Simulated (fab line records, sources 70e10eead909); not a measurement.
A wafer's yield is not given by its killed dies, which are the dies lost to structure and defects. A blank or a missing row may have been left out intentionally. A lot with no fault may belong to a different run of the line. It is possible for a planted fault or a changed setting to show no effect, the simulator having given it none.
Matching of chambers -- flow nand-harc -- NHARC_P_M2_DEP_33 on pecvd-01: 3 sister chambers
The step deposits SiCN, target thk 30 nm. 16 wafers are shown with their chamber, then 8 later ones without.

== WAFERS WITH THEIR CHAMBER ==
wafer,chamber,heater-power-w (W)
L078.1,2,467
L078.4,1,620
L078.5,2,446
L079.2,0,590
L079.3,2,449
L079.4,0,596
L080.2,0,618
L080.3,2,456
L080.4,2,453
L081.1,0,551
L081.2,2,495
L081.4,0,549
L084.2,0,608
L084.4,2,474
L084.5,1,627
L086.3,2,479

SIGNATURES, as means of the wafers listed above
reading,chamber 0,chamber 1,chamber 2,scatter within a chamber
heater-power-w,585.33,623.50,464.88,21.9
Rule: distance of a wafer from a chamber = root of the sum over the readings of ((wafer's reading minus chamber's mean) / reading's scatter) squared. The wafer belongs to the nearest chamber; if the next one is less than 2 further off, it can't be placed. The scatter: the root of (the sum of the squares of (reading less its chamber's mean) over the shown wafers, divided by (wafers less chambers)).

== WAFERS WHOSE CHAMBER IS MISSING ==
wafer,heater-power-w (W)
L086.4,650
L086.6,551
L089.2,605
L089.3,490
L089.4,486
L097.1,413
L097.3,645
L097.4,639

== WHICH CHAMBER EACH ONE RAN IN ==
wafer,from the rows above,in truth
L086.4,can't be placed: 1 or 0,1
L086.6,can't be placed: 0 or 1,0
L089.2,can't be placed: 1 or 0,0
L089.3,2,2
L089.4,2,2
L097.1,2,2
L097.3,can't be placed: 1 or 0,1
L097.4,can't be placed: 1 or 0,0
Placed correctly: 3 of 8. Can't be placed from these rows: 5 (the true chamber is among the candidates in 5). Placed wrongly: 0.
